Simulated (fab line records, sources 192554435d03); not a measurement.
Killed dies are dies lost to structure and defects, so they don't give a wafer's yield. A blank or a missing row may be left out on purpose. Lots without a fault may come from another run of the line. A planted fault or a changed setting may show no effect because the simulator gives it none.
fab line records | flow n5_finfet
record lots=8 wafers=24 last_day=19
route steps=1938 shown BEOL_M0@715 BEOL_M4@1111 PASSIVATION@1936
lots that met no fault: from a run of the same line without faults
start_h: hours from the record's first day to the start of the lot's first wafer shown | wait_h: hours since the lot's step before | " the same as in the row above | L1.1+2: a row that stands for several wafers | - no value, or no start given | * or withheld: withheld | < > ~ a bound
route shown NAME@n: a module of which the file shows steps, and the number in the route of the first | usual: mean/standard deviation of fault-free wafers | same: alike in all rows | chamber/n: place in a boat | sites: the reading at each site | _std_site: their standard deviation | _edge_site: outer sites' mean less inner sites' | radius_mm: how far each site lies from the wafer's centre | mask NAME#n: copy n | behind: the tool/chamber that last shaped the wafer | hold: why the lot was held/for how many hours/how that ended | device: the transistor (n, p or np) that didn't switch | end of line: the same wafers' tests at the end of the route | a step without rows: its recipe alone | killed: dies lost to structure and defects at the first sort, not the wafer's yield | map: a wafer's dies, x killed, . not, _ none there
set.NAME: the setting as run; set.NAME@STEP: as run at that earlier step | model.NAME: the simulator's own value behind a step, which no gauge read
steps of the route over a sample of lots; a table a step, a row a wafer
services: from which hour (start_h, from the record's first day; less than 0 if before it) a tool's chamber was out of use, for how many hours, and why
## steps
# step N5_BEOL_M0_ETCH_138
# recipe chemistry=CH3F/O2 target_depth_a=120 target=SiCN time_s=31.6 ion_energy_ev=120 pressure_mtorr=30 source_w=395 bias_w=75 Ar_flow_sccm=150 CH3F_flow_sccm=30 O2_flow_sccm=20 ends=cleared
# usual bias_w=75.01/0.22 drypump_motor_current_A=5.7/0.44 etch_rf_on_time_s=29.1/0.84 mfc_ar_sccm=150.1/0.45 oes_product_au=0.67/0.079 rf_vpp_V=297.7/1.1 showerhead_plenum_p_Torr=2.01/0.038 throttle_valve_pct=16.31/0.2
# columns lot.wafer tool chamber start_h wait_h bias_w drypump_motor_current_A etch_rf_on_time_s mfc_ar_sccm oes_product_au rf_hours_counter_h rf_vpp_V showerhead_plenum_p_Torr throttle_valve_pct
L922.2 rie_diel-02 0 121.89 0.0 75.09 5.2 29.8 150.2 0.61 210 299.5 2.05 16.59
L922.3 " 1 " " 74.66 4.9 30.6 150.7 0.59 208 296.7 1.99 16.41
L922.5 " 2 " " 75.00 5.8 29.4 149.9 0.75 - 296.8 2.03 16.14
L937.1 rie_diel-02 3 214.67 0.0 75.16 6.3 27.9 148.9 0.77 26 300.4 2.11 16.09
L937.3 " 0 " " 75.01 5.2 28.6 149.9 0.58 237 298.7 2.04 16.65
L937.5 " 3 " " 75.03 6.4 28.1 149.9 0.77 - 300.4 2.11 16.09
L938.1 rie_diel-02 0 217.48 0.0 75.33 5.2 28.9 149.3 0.59 238 299.6 2.04 16.67
L938.4 " 0 " " 75.38 5.2 29.4 150.2 0.59 - 299.6 2.04 16.65
L938.6 " 1 " " 75.11 5.0 29.9 149.3 0.59 - 296.6 1.98 16.46
L939.2 rie_diel-05 0 220.14 0.0 74.82 6.2 30.0 150.0 0.60 182 296.8 1.99 16.55
L939.3 " 1 " " 75.14 5.4 28.7 149.9 0.62 184 298.0 1.97 16.49
L939.6 " 2 " " 75.21 5.5 31.1 150.2 0.58 - 297.6 1.98 16.41
L941.1 rie_diel-02 2 232.69 0.0 74.74 5.8 28.5 150.5 0.70 62 297.4 2.02 16.21
L941.2 " 3 " " 75.08 6.3 28.0 150.3 0.76 35 300.3 2.10 16.11
L941.5 " 1 " " 75.20 4.9 29.6 150.3 0.58 - 296.8 1.97 16.48
L942.1 rie_diel-05 0 234.96 0.0 75.29 6.3 29.3 150.0 0.60 188 297.0 1.99 16.58
L942.4 " 3 " " 75.40 5.3 29.9 149.6 0.73 47 299.4 2.03 16.10
L942.6 " 2 " " 75.18 5.5 31.1 150.1 0.57 - 296.6 1.98 16.42
L943.1 rie_diel-06 0 246.45 0.0 75.12 5.8 28.4 150.7 0.73 55 297.2 2.02 16.18
L943.3 " 1 " " 75.12 5.7 29.5 150.6 0.70 59 299.0 2.03 16.10
L943.4 " 2 " " 75.01 6.3 29.9 150.3 0.60 224 296.8 1.97 16.48
L944.1 rie_diel-05 2 260.45 0.0 75.13 5.5 28.9 150.3 0.57 244 295.4 1.98 16.43
L944.3 " 1 " " 74.71 5.4 28.0 150.4 0.61 199 298.1 1.97 16.52
L944.6 " 3 " " 75.05 5.3 27.9 149.3 0.72 - 298.4 2.02 16.12
# step N5_BEOL_M0_STRIP_104
# recipe chemistry=N2/H2 power_w=450 temp_c=40 pressure_mtorr=20 rf_frequency_hz=6e+07 overash_fraction=0.3 bias_power_w=7 h2_frac=0.5 n2_flow_sccm=200 h2_flow_sccm=200
# usual bias_power_w=7.002/0.02 chamber_pressure_mTorr=20.00/0.034 drypump_motor_current_A=5.7/0.41 oes_product_au=0.77/0.09 rf_vpp_V=59.3/1.7 showerhead_plenum_p_Torr=2.55/0.048 throttle_valve_pct=23.68/0.21
# columns lot.wafer tool chamber start_h wait_h bias_power_w chamber_pressure_mTorr drypump_motor_current_A oes_product_au rf_hours_counter_h rf_vpp_V showerhead_plenum_p_Torr throttle_valve_pct
L922.2 rie_diel-02 2 122.36 0.0 6.980 19.97 5.8 0.90 25 59.6 2.58 23.57
L922.3 " 0 " " 6.984 20.02 5.2 0.71 210 59.0 2.61 23.96
L922.5 " 1 " " 7.018 19.98 5.0 0.70 - 60.3 2.50 23.61
L937.1 rie_diel-05 1 216.34 0.0 7.020 19.97 5.4 0.74 182 57.3 2.52 23.81
L937.3 " 3 " " 7.030 20.00 5.3 0.87 41 58.7 2.59 23.87
L937.5 " 1 " " 6.998 19.99 5.4 0.73 - 56.0 2.53 23.83
L938.1 rie_diel-05 2 217.87 0.0 6.982 19.98 5.5 0.69 229 59.0 2.51 23.60
L938.4 " 1 " " 7.007 19.98 5.4 0.73 183 60.7 2.52 23.82
L938.6 " 0 " " 6.994 19.99 6.2 0.72 - 59.5 2.52 23.79
L939.2 rie_diel-05 3 220.78 0.0 7.003 20.07 5.3 0.86 42 60.2 2.59 23.85
L939.3 " 0 " " 7.019 20.00 6.2 0.72 182 60.3 2.52 23.80
L939.6 " 3 " " 7.002 19.99 5.3 0.88 - 59.7 2.59 23.89
L941.1 rie_diel-05 2 234.54 0.0 7.005 20.06 5.5 0.68 235 56.6 2.51 23.56
L941.2 " 3 " " 7.039 19.97 5.3 0.86 47 63.0 2.59 23.91
L941.5 " 2 " " 7.047 20.01 5.5 0.67 - 59.2 2.51 23.55
L942.1 rie_diel-06 0 237.52 0.0 6.997 20.01 5.8 0.87 52 58.3 2.56 23.87
L942.4 " 2 " " 7.035 19.99 6.3 0.70 221 59.2 2.50 23.59
L942.6 " 1 " " 6.991 20.05 5.7 0.82 - 56.3 2.60 23.55
L943.1 rie_diel-06 0 252.08 0.0 7.043 19.96 5.8 0.87 57 61.6 2.56 23.89
L943.3 " 3 " " 6.999 19.99 5.8 0.71 199 61.4 2.50 23.46
L943.4 " 2 " " 6.999 19.97 6.3 0.70 226 58.1 2.50 23.54
L944.1 rie_diel-05 3 261.29 0.0 6.995 20.07 5.4 0.85 57 59.7 2.59 23.92
L944.3 " 1 " " 6.988 20.03 5.4 0.72 199 58.2 2.52 23.87
L944.6 " 0 " " 7.010 20.04 6.2 0.70 - 61.0 2.51 23.86
# step N5_BEOL_M0_STRIP_142
# recipe chemistry=N2/H2 time_s=10 power_w=450 temp_c=40 pressure_mtorr=20 rf_frequency_hz=6e+07 bias_power_w=7 n2_flow_sccm=200 h2_flow_sccm=200
# usual bias_power_w=7.002/0.021 chamber_pressure_mTorr=19.999/0.016 drypump_motor_current_A=5.7/0.43 oes_product_au=0.78/0.09 rf_vpp_V=59.1/0.86 showerhead_plenum_p_Torr=2.55/0.053 throttle_valve_pct=23.64/0.25
# columns lot.wafer tool chamber start_h wait_h bias_power_w chamber_pressure_mTorr drypump_motor_current_A oes_product_au rf_hours_counter_h rf_vpp_V showerhead_plenum_p_Torr throttle_valve_pct
L922.2 rie_diel-02 2 122.60 0.0 6.977 19.976 5.8 0.88 25 59.4 2.58 23.59
L922.3 " 0 " " 6.972 20.002 5.2 0.70 210 59.9 2.61 23.93
L922.5 " 0 " " 6.979 20.029 5.2 0.70 - 60.5 2.61 23.95
L937.1 rie_diel-06 2 217.25 0.0 7.036 19.986 6.3 0.71 215 59.6 2.50 23.56
L937.3 " 1 " " 6.984 20.007 5.7 0.84 49 59.6 2.61 23.55
L937.5 " 2 " " 7.001 19.994 6.3 0.71 - 58.9 2.50 23.55
L938.1 rie_diel-02 0 218.12 0.0 7.027 19.995 5.2 0.68 239 59.9 2.59 23.98
L938.4 " 3 " " 6.960 20.002 6.4 0.91 - 59.4 2.68 22.99
L938.6 " 0 " " 7.013 20.000 5.2 0.68 - 58.9 2.59 23.97
L939.2 rie_diel-05 0 221.47 0.0 6.977 19.973 6.2 0.72 183 58.8 2.52 23.81
L939.3 " 3 " " 6.990 20.011 5.3 0.86 42 58.2 2.59 23.88
L939.6 " 1 " " 6.992 19.992 5.4 0.73 - 59.0 2.52 23.84
L941.1 rie_diel-05 3 235.19 0.0 7.022 19.974 5.3 0.87 47 58.9 2.59 23.87
L941.2 " 2 " " 7.006 20.002 5.5 0.66 235 57.1 2.51 23.56
L941.5 " 0 " " 7.014 19.974 6.2 0.71 - 58.1 2.51 23.83
L942.1 rie_diel-06 0 237.74 0.0 7.026 19.990 5.8 0.87 52 59.3 2.57 23.89
L942.4 " 2 " " 7.038 19.995 6.3 0.70 221 59.8 2.50 23.56
L942.6 " 2 " " 6.996 19.991 6.3 0.70 - 58.8 2.50 23.55
L943.1 rie_diel-02 1 252.27 0.0 7.009 20.008 5.0 0.68 250 59.2 2.49 23.66
L943.3 " 2 " " 7.034 20.011 5.8 0.82 69 59.3 2.56 23.63
L943.4 " 3 " " 6.973 20.004 6.4 0.88 - 59.4 2.67 23.02
L944.1 rie_diel-05 1 261.87 0.0 7.040 19.990 5.4 0.72 199 58.4 2.52 23.84
L944.3 " 2 " " 6.967 20.007 5.5 0.66 244 58.5 2.50 23.60
L944.6 " 0 " " 7.009 20.003 6.2 0.70 - 59.5 2.51 23.84
# step N5_BEOL_M0_HM_STRIP_129
# recipe chemistry=peroxide_tin_strip material=TiN target_depth_a=170 temp_c=50 time_s=108
# usual bath_guard_temp_C=49.9/0.52 bath_heat_duty_pct=7.3/0.76
# columns lot.wafer tool chamber start_h wait_h bath_guard_temp_C bath_heat_duty_pct
L922.2 wet_bench-03 3 122.72 0.0 49.9 7.7
L922.3 " 2 " " 50.0 8.8
L922.5 " 4 " " 50.2 6.2
L937.1 wet_bench-05 7 217.37 0.0 - -
L937.3 " 3 " " - -
L937.5 " 0 " " - -
L938.1 wet_bench-03 4 218.24 0.0 - -
L938.4 " 1 " " - -
L938.6 " 3 " " - -
L939.2 wet_bench-03 3 221.58 0.0 49.6 8.0
L939.3 " 5 " " 49.4 9.2
L939.6 " 2 " " 49.3 8.3
L941.1 wet_bench-03 6 235.30 0.0 51.2 6.4
L941.2 " 1 " " 49.3 8.3
L941.5 " 0 " " 50.0 7.1
L942.1 wet_bench-03 5 237.85 0.0 49.3 7.1
L942.4 " 1 " " 49.8 7.4
L942.6 " 2 " " 49.5 8.2
L943.1 wet_bench-03 6 252.38 0.0 50.5 8.0
L943.3 " 1 " " 49.4 7.6
L943.4 " 5 " " 49.2 7.1
L944.1 wet_bench-05 1 261.99 0.0 50.1 7.4
L944.3 " 2 " " 50.0 7.0
L944.6 " 7 " " 50.7 6.4
# step N5_BEOL_M0_CMP_120
# recipe stop_on=SiOC t_overpolish_s=6.9 down_force_psi=1 platen_rpm=50 clearing_platen_down_force_psi=1.5 clearing_platen_rpm=50 post_cmp_clean=cu_alkaline clearing_platen_pad_velocity_m_s=0.99484 pad_velocity_m_s=0.99484
# usual barrier_field_endpoint_s=3.57/0.12 head_pressure_psi=1.0001/0.0022 motor_current_A=6.1/0.66 platen_rpm=49.99/0.03 retaining_ring_pressure_frac=1.000/0.0046
# columns lot.wafer tool chamber start_h wait_h barrier_field_endpoint_s head_pressure_psi motor_current_A platen_rpm retaining_ring_pressure_frac
L922.3 cmp-01 0 125.06 0.2 3.42 1.0006 7.5 49.96 0.996
L922.2 " 2 " " 3.54 1.0010 5.5 49.99 1.002
L922.5 " 0 " " 3.47 0.9977 7.2 49.99 0.994
L937.3 cmp-01 1 220.03 0.2 14.70 0.9945 6.2 50.04 0.999
L937.1 " 2 " " 14.82 1.0000 5.2 50.00 0.992
L937.5 " 1 " " 14.23 1.0004 6.1 50.03 0.992
L938.1 cmp-01 3 220.26 0.3 14.65 0.9978 5.5 50.02 1.002
L938.4 " 2 " " 14.78 1.0000 5.4 49.96 1.003
L938.6 " 0 " " 14.66 1.0022 7.3 50.05 0.999
L939.2 cmp-01 0 225.16 0.2 3.53 1.0015 7.3 49.94 1.002
L939.3 " 1 " " 3.50 0.9996 6.1 49.99 0.996
L939.6 " 0 " " 3.67 0.9985 6.8 49.97 1.005
L941.1 cmp-03 2 238.99 0.3 3.62 0.9981 6.0 49.98 0.994
L941.2 " 1 " " 3.55 1.0013 5.2 50.04 1.002
L941.5 " 2 " " 3.69 1.0025 5.8 49.98 1.002
L942.4 cmp-04 0 241.22 0.1 3.67 1.0019 5.8 50.00 1.011
L942.1 " 3 " " 3.55 0.9977 6.6 49.98 1.004
L942.6 " 0 " " 3.76 0.9983 5.9 50.04 1.007
L943.1 cmp-04 0 255.39 0.3 3.55 1.0001 6.2 50.00 0.999
L943.4 " 1 " " 3.51 1.0006 6.0 50.03 1.007
L943.3 " 2 " " 3.53 0.9995 6.1 50.00 0.992
L944.3 cmp-01 0 264.89 0.2 3.46 1.0003 7.5 49.96 0.999
L944.1 " 2 " " 3.39 1.0017 5.8 49.98 1.008
L944.6 " 1 " " 3.42 1.0005 6.0 49.91 1.000
# step N5_BEOL_M4_RC_MEAS_101
# usual DIBL_N=36.0/1.6 DIBL_P=35.8/2 IOFF_N=0.152/0.03 IOFF_P=0.20/0.031 ION_N=670/12 ION_P=459/7.4 SS_N=71.5/0.56 SS_P=73.2/0.64 VT_N=251/3.5 VT_P=-252/3.3
# columns lot.wafer tool chamber start_h wait_h DIBL_N[mV/V] DIBL_P[mV/V] IOFF_N[nA/um] IOFF_P[nA/um] ION_N[uA/um] ION_P[uA/um] SS_N[mV/dec] SS_P[mV/dec] VT_N[mV] VT_P[mV]
L922.2 prober-02 0 203.82 0.2 36.7 35.8 0.154 0.20 674 462 72.0 73.0 251 -253
L922.3 " 0 " " 36.7 35.5 0.141 0.19 657 454 71.0 73.0 254 -254
L922.5 " 0 " " 33.5 31.3 0.101 0.15 650 450 71.0 72.1 255 -256
L938.1 prober-02 0 291.84 0.0 36.2 34.5 0.148 0.18 684 464 71.2 72.7 248 -255
L938.4 " 0 " " 37.3 34.6 0.146 0.17 674 447 71.6 72.7 254 -255
L938.6 " 0 " " 34.6 32.2 0.120 0.16 660 449 70.6 72.4 253 -256
L939.2 prober-02 0 294.19 0.2 35.6 35.8 0.151 0.20 687 469 71.3 73.7 250 -250
L939.3 " 0 " " 35.3 35.7 0.146 0.20 674 461 70.9 73.4 248 -251
L939.6 " 0 " " 36.1 35.7 0.150 0.20 673 459 71.2 72.6 249 -249
L937.1 prober-01 0 301.95 0.0 37.7 38.1 0.196 0.22 686 459 71.2 73.9 244 -251
L937.3 " 0 " " 34.9 35.4 0.150 0.18 691 471 71.1 72.9 247 -252
L937.5 " 0 " " 34.7 34.2 0.131 0.16 664 449 70.7 72.5 250 -255
L942.1 prober-02 0 315.94 0.0 35.4 35.1 0.126 0.16 651 441 71.2 72.9 253 -254
L942.4 " 0 " " 35.7 37.0 0.139 0.18 671 461 71.3 73.1 253 -252
L942.6 " 0 " " 38.8 40.0 0.190 0.23 671 449 72.2 74.8 247 -251
L941.1 prober-02 0 328.96 0.0 35.5 33.7 0.136 0.21 674 473 70.9 72.8 254 -250
L941.2 " 0 " " 36.1 34.1 0.144 0.21 661 459 71.4 73.5 251 -246
L941.5 " 0 " " 35.4 33.8 0.135 0.20 664 459 71.3 73.4 251 -247
L943.1 prober-01 0 342.77 0.0 35.3 36.1 0.156 0.23 681 467 71.0 73.7 248 -249
L943.3 " 0 " " 35.7 36.1 0.171 0.22 677 468 71.2 74.0 249 -250
L943.4 " 0 " " 37.0 37.1 0.177 0.23 676 465 71.9 74.4 251 -250
L944.1 prober-02 0 347.34 0.0 34.3 34.4 0.129 0.17 655 454 70.4 72.7 250 -253
L944.3 " 0 " " 31.8 30.1 0.087 0.11 632 435 71.7 71.6 259 -261
L944.6 " 0 " " 33.2 32.1 0.113 0.14 658 449 71.2 72.2 255 -258
# step N5_PASSIVATION_PROBE_49
# usual defect_limited_yield=91.6/1.4 killed_at_M0_to_M3=33/10 killed_at_M4_up=13/5.3 killed_at_contacts=13/5.9 killed_at_front_end=36/12 killed_at_other=4/3.1 killed_dies=99/16 killed_on_rim=13/4.2 killed_open=65/13 killed_short=32/7.3 sort_bin_5_function=4.9/0.9 sort_bin_6_memory=3.1/0.66 sort_bin_8_speed=0.0/0.42 sort_n_pass=1081/17 sort_yield_pct=91.6/1.4
# same gross_dies=1180 killed_at_back_side=0 sort_bin_4_leakage[%]=0
# columns lot.wafer tool chamber start_h wait_h defect_limited_yield[%] killed_at_M0_to_M3 killed_at_M4_up killed_at_contacts killed_at_front_end killed_at_other killed_dies killed_on_rim killed_open killed_short sort_bin_5_function[%] sort_bin_6_memory[%] sort_bin_8_speed[%] sort_n_pass sort_yield_pct[%]
L938.1 prober-02 - 394.04 0.0 86.2 107 19 10 25 2 163 18 56 18 9.3 4.4 0 1017 86.2
L938.4 prober-02 - 394.19 0.2 86.6 104 22 7 23 2 158 17 47 19 8.8 4.2 0 1022 86.6
L938.6 prober-02 - 394.29 0.3 84.3 130 8 6 36 5 185 23 47 28 9.9 5.5 0 995 84.3
L939.2 prober-01 - 404.33 0.1 93.4 18 13 11 28 8 78 6 50 25 3.7 2.7 0 1102 93.4
L939.3 prober-01 - 404.38 0.1 92.6 22 16 13 31 5 87 12 56 27 4.5 2.4 0 1093 92.6
L939.6 prober-01 - 404.53 0.3 91.5 30 18 5 42 5 100 15 58 35 4.7 3.6 0 1080 91.5
L937.1 prober-02 - 414.47 0.0 83.2 110 14 6 64 4 198 25 79 37 10.7 5.9 0 982 83.2
L937.3 prober-02 - 414.57 0.1 83.4 128 27 10 30 1 196 33 76 30 9.3 7.0 0 984 83.4
L937.5 prober-02 - 414.67 0.2 84.2 138 4 16 27 2 187 23 62 20 9.1 6.8 0 993 84.2
L942.1 prober-02 - 433.72 0.0 93.3 39 11 7 20 2 79 9 53 25 3.8 2.6 0 1101 93.3
L942.4 prober-02 - 433.87 0.2 92.0 31 10 7 43 3 94 10 53 40 4.8 2.7 0 1086 92.0
L942.6 prober-02 - 433.97 0.3 90.9 48 20 5 30 4 107 18 76 31 5.5 3.2 0 1073 90.9
# killed by level:class
L938.1 BEOL_M0:interface_void_opened=89 BEOL_M4:geometric_particle:open=11 FIN_SAQP:geometric_particle:open=10 MOL_CONTACT_COAG:geometric_particle:open=9 STI_FIN_REVEAL:geometric_particle:open=5 BEOL_M3:geometric_particle:open=5 BEOL_M0_SAQP:geometric_particle:open=4 BEOL_M0_SAQP:geometric_particle:short=3
L938.4 BEOL_M0:interface_void_opened=91 BEOL_M4:geometric_particle:open=13 STI_FIN_REVEAL:geometric_particle:open=6 BEOL_M3:geometric_particle:open=6 FIN_SAQP:geometric_particle:open=5 MOL_CONTACT_COAG:geometric_particle:open=5 BEOL_M4:geometric_particle:short=3 FIN_SAQP:geometric_particle:short=2
L938.6 BEOL_M0:interface_void_opened=110 FIN_SAQP:geometric_particle:open=12 BEOL_M0_SAQP:geometric_particle:open=9 STI_FIN_REVEAL:geometric_particle:open=6 BEOL_M0_SAQP:geometric_particle:short=6 STI_FIN_REVEAL:geometric_particle:short=4 DUMMY_GATE:geometric_particle:open=3 MOL_CONTACT_COAG:geometric_particle:open=3
L939.2 MOL_CONTACT_COAG:geometric_particle:open=8 GATE_CUT:geometric_particle:short=7 FIN_SAQP:geometric_particle:short=6 MIM_BOT:geometric_particle:open=5 BEOL_M0_SAQP:geometric_particle:short=5 DUMMY_GATE:geometric_particle:open=4 BEOL_M3:geometric_particle:open=4 BEOL_M5:geometric_particle:open=4
L939.3 MOL_CONTACT_COAG:geometric_particle:open=12 GATE_CUT:geometric_particle:open=8 BEOL_M3:geometric_particle:open=7 BEOL_M0_SAQP:geometric_particle:open=6 BEOL_M4:geometric_particle:open=6 BEOL_M4:geometric_particle:short=4 STI_FIN_REVEAL:geometric_particle:open=3 GATE_CUT:geometric_particle:short=3
L939.6 GATE_CUT:geometric_particle:short=9 BEOL_M0_SAQP:geometric_particle:short=7 GATE_CUT:geometric_particle:open=6 BEOL_M0_SAQP:geometric_particle:open=6 BEOL_M5:geometric_particle:open=6 STI_FIN_REVEAL:geometric_particle:open=5 BEOL_M3:geometric_particle:open=5 STARTING-WAFER:geometric_particle:short=4
L937.1 BEOL_M0:interface_void_opened=82 STI_FIN_REVEAL:geometric_particle:open=23 FIN_SAQP:geometric_particle:short=9 ILD0:geometric_particle:open=6 BEOL_M3:geometric_particle:open=6 ILD0:geometric_particle:short=5 MOL_CONTACT_COAG:geometric_particle:open=5 BEOL_M4:geometric_particle:open=5
L937.3 BEOL_M0:interface_void_opened=89 BEOL_M2:geometric_particle:open=11 MOL_CONTACT_COAG:geometric_particle:open=8 BEOL_M4:geometric_particle:open=8 BEOL_M0_SAQP:geometric_particle:open=7 STI_FIN_REVEAL:geometric_particle:open=6 BEOL_M1:geometric_particle:open=6 DUMMY_GATE:geometric_particle:open=4
L937.5 BEOL_M0:interface_void_opened=104 MOL_CONTACT_COAG:geometric_particle:open=12 BEOL_M3:geometric_particle:open=10 STI_FIN_REVEAL:geometric_particle:open=9 BEOL_M2:geometric_particle:open=7 BEOL_M0_SAQP:geometric_particle:open=5 MOL_CONTACT_COAG:geometric_particle:short=4 BEOL_M1:geometric_particle:open=4
L942.1 BEOL_M0_SAQP:geometric_particle:open=11 BEOL_M0_SAQP:geometric_particle:short=11 FIN_SAQP:geometric_particle:open=7 MOL_CONTACT_COAG:geometric_particle:open=7 DUMMY_GATE:geometric_particle:open=5 BEOL_M4:geometric_particle:open=5 BEOL_M3:geometric_particle:open=4 FIN_SAQP:geometric_particle:short=3
L942.4 FIN_SAQP:geometric_particle:short=12 BEOL_M0_SAQP:geometric_particle:short=12 BEOL_M0_SAQP:geometric_particle:open=10 STARTING-WAFER:geometric_particle:open=8 BEOL_M4:geometric_particle:open=6 FIN_SAQP:geometric_particle:open=5 MOL_CONTACT_COAG:geometric_particle:open=5 STI_FIN_REVEAL:geometric_particle:open=3
L942.6 BEOL_M0_SAQP:geometric_particle:open=20 BEOL_M0_SAQP:geometric_particle:short=11 DUMMY_GATE:geometric_particle:open=9 BEOL_M1:geometric_particle:open=8 BEOL_M4:geometric_particle:open=7 BEOL_M7:geometric_particle:open=7 STI_FIN_REVEAL:geometric_particle:open=6 MOL_CONTACT_COAG:geometric_particle:open=5
## services
# columns tool chamber start_h hours kind
rie_diel-02 2 98.10 16.2 repair
rie_diel-02 3 114.42 - clean
rie_diel-05 3 118.81 5.5 repair
cmp-04 - 126.33 2.0 repair
cmp-04 - 131.62 7.0 repair
cmp-01 - 131.64 5.3 pm
cmp-04 - 141.32 3.6 pm
cmp-04 - 148.68 4.0 pm
rie_diel-02 0 153.84 5.9 repair
cmp-04 - 155.04 0.3 repair
rie_diel-02 1 156.34 5.9 repair
cmp-04 - 168.52 5.7 pm
cmp-04 - 174.28 2.0 repair
rie_diel-02 0 190.66 4.0 repair
cmp-03 - 205.77 5.1 pm
cmp-03 - 211.24 3.4 pm
rie_diel-02 2 212.97 7.8 repair
cmp-03 - 215.43 0.8 repair
cmp-03 - 216.23 10.9 pm
cmp-03 - 230.18 2.7 repair
cmp-01 - 232.11 4.0 pm
rie_diel-02 0 233.99 1.9 repair
cmp-03 - 240.72 4.0 pm
cmp-03 - 257.37 10.0 repair
## key
first_sign step=N5_BEOL_M0_HM_STRIP_129 reading=tool_record direction=missing
effect step=N5_BEOL_M0_CMP_120 reading=barrier_field_endpoint_s direction=up sigmas=95 usual=3.57 struck=14.64
effect step=N5_PASSIVATION_PROBE_49 reading=killed_at_M0_to_M3 direction=up sigmas=8.6 usual=33 struck=120
met_at N5_BEOL_M0_HM_STRIP_129
struck_lots L937,L938
not_acting_at N5_BEOL_M0_ETCH_138,N5_BEOL_M0_STRIP_104,N5_BEOL_M0_STRIP_142
onset_between 122.72 217.37
fault kind=skipped_step_whole tool=wet_bench-03,wet_bench-05 chamber=- onset_h=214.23 steps=N5_BEOL_M0_HM_STRIP_129 scope=struck_lots_only
